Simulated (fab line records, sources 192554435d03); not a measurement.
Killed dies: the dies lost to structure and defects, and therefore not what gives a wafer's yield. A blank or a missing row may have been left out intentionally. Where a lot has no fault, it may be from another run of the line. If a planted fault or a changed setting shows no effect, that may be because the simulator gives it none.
Matching of chambers / flow n5-finfet / N5_MOL_CONTACT_COAG_ETCH_89 on rie-diel-03: 4 sister chambers
The step etches underlayer in N2/H2, target depth 13 nm, time 10.4 s. 4 wafers are shown with their chamber, then 8 later ones without.

== WAFERS PAIRED WITH THEIR CHAMBERS ==
wafer=L080.1; chamber=0; showerhead-plenum-p-Torr (Torr)=2.62
wafer=L087.3; chamber=1; showerhead-plenum-p-Torr (Torr)=2.69
wafer=L087.5; chamber=3; showerhead-plenum-p-Torr (Torr)=2.41
wafer=L091.1; chamber=2; showerhead-plenum-p-Torr (Torr)=2.66

== WAFERS WITHOUT THEIR CHAMBER ==
wafer=L091.4; showerhead-plenum-p-Torr (Torr)=2.69
wafer=L091.5; showerhead-plenum-p-Torr (Torr)=2.40
wafer=L096.1; showerhead-plenum-p-Torr (Torr)=2.68
wafer=L096.3; showerhead-plenum-p-Torr (Torr)=2.61
wafer=L096.5; showerhead-plenum-p-Torr (Torr)=2.66
wafer=L097.2; showerhead-plenum-p-Torr (Torr)=2.68
wafer=L097.4; showerhead-plenum-p-Torr (Torr)=2.40
wafer=L097.6; showerhead-plenum-p-Torr (Torr)=2.40

== EACH ONE'S CHAMBER ==
wafer=L091.4; from the rows above=1; in truth=1
wafer=L091.5; from the rows above=3; in truth=3
wafer=L096.1; from the rows above=can't be placed: 1 or 2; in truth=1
wafer=L096.3; from the rows above=0; in truth=0
wafer=L096.5; from the rows above=2; in truth=2
wafer=L097.2; from the rows above=can't be placed: 1 or 2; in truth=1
wafer=L097.4; from the rows above=3; in truth=3
wafer=L097.6; from the rows above=3; in truth=3
Correctly placed: 6 of 8. Can't be placed from these rows: 2 (the true chamber is among the candidates in 2). 0 placed wrongly.
How it was worked out, from the rows above alone: a wafer's distance from a chamber is the root of the sum, over the readings, of the square of ((its reading less the chamber's mean) divided by the reading's scatter). If the next closest chamber is less than 2 further off than the closest, the wafer can't be placed; otherwise it belongs to the closest. For every chamber, the mean is computed from those of its wafers that are shown. The scatter: with one shown wafer a chamber, the root of the mean of the squares of how far each hidden wafer lies from its nearest shown one.
